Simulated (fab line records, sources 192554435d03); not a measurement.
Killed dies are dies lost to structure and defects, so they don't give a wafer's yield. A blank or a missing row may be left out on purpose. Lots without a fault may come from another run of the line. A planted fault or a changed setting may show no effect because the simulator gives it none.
A struck lot beside a sound one | flow n5_finfet | 14 steps out of a route of 1938
Sound: wafers L419.1, L419.3, L419.4. Struck: wafers L425.1, L425.2, L425.4. The cause comes at the end.
At each step with rows: each side's tool, then ch and its chambers, then its first start. Under that, the readings that differ: sound wafers | struck wafers | difference of the means | sigmas: that difference in standard deviations of wafers without a fault.
alike: readings whose means differ by less than 2 such deviations, and words and numbers that are the same on both sides. not compared: withheld readings, readings that some wafer has no value for, bounds like >300 that may hide the same value, and numbers for which the record gives no deviation and whose values overlap.
The two part at a step that has a row with sigmas, a row that says differs or no value, or rows on one side only. Numbers that don't overlap but have no deviation are shown without sigmas and don't part them. A reading that every wafer of one side lacks parts them only if that side has two wafers or more.

first, 1 step without rows for these wafers: N5_HKMG_FIN_IL_REGROW_00 (material SiO2, chemistry O3, target thk 0.75 nm, time 30 s).
N5_HKMG_FIN_HK_ALD_01: deposits HfO2, target thk 1.6 nm, pulse time 3 s, purge time 3 s.
  sound on ald_hk-01 ch 0,1,2, day 6 15:47; struck on ald_hk-01 ch 0,2,3, day 7 21:47
  reading               | sound       | struck      | difference | sigmas
  since_wet_clean_h (h) | 106 106 106 | 136 136 136 | +30        |
  alike: precursor_pulse_height_rel
N5_HKMG_FIN_HK_ANNEAL_02: time 30 s.
  sound on rtp_anneal-01 ch 0, day 6 15:58; struck on rtp_anneal-02 ch 0, day 7 21:59
  alike: lamp_power_pct, lamp_zone_2_pct, lamp_zone_5_pct, wafer_temp_C_max
N5_HKMG_FIN_ALD_74: deposits La2O3, target thk 0.5 nm, pulse time 6 s, co reactant pulse time 1 s.
  sound on ald_hk-02 ch 1,2,3, day 6 16:12; struck on ald_hk-02 ch 0,1,3, day 7 22:11
  reading               | sound          | struck         | difference | sigmas
  since_wet_clean_h (h) | 1016 1016 1016 | 1046 1046 1046 | +30        |
  alike: heater_power_w, precursor_pulse_height_rel
N5_HKMG_FIN_ALD_75: deposits Al2O3, target thk 1 nm, co reactant pulse time 1 s.
  sound on ald_hk-02 ch 1,2,3, day 6 16:16; struck on ald_hk-02 ch 0,1,3, day 7 22:16
  alike: heater_power_w, precursor_pulse_height_rel
then, 7 steps without rows for these wafers: N5_HKMG_FIN_COAT_41 (time 60 s, resist thk 300 nm); N5_HKMG_FIN_COAT_42 (time 60 s, resist thk 35 nm); N5_HKMG_FIN_COAT_43 (resist thk 90 nm); N5_HKMG_FIN_EBR_45; N5_HKMG_FIN_SOFTBAKE_44 (time 60 s); N5_HKMG_FIN_EXPOSE_46 (exposes mask NDIPOLE); N5_HKMG_FIN_PEB_47 (peb time 60 s).
N5_HKMG_FIN_DEVELOP_48: develop time 30 s.
  sound on litho_track-05 ch 0, day 6 16:34; struck on litho_track-03, day 7 22:33
  no value came back on the struck wafers for chill_plate_temp_C (C), develop_time_s (s); on the sound wafers chill_plate_temp_C (C) reads 22.82 22.87 23.06
  reading                                       | sound          | struck         | difference | sigmas
  model.CAR-ArF_of_HKMG_FIN_COAT_43.thk_nm (nm) | 88.2 87.8 88.2 | 89.6 89.4 89.4 | +1.4       |
N5_HKMG_FIN_CD_MEAS_49: target cd 202 nm.
  sound on cd_sem-01 ch 0, day 6 16:37; struck on cd_sem-03 ch 0, day 7 22:37
  reading    | sound             | struck | difference                    | sigmas
  cd_nm (nm) | 201.6 201.5 201.8 | - - -  | no value on the struck wafers |

WHERE THEY PART
First at N5_HKMG_FIN_DEVELOP_48; last, within this record, at N5_HKMG_FIN_CD_MEAS_49.

WHY: what the simulator had put in
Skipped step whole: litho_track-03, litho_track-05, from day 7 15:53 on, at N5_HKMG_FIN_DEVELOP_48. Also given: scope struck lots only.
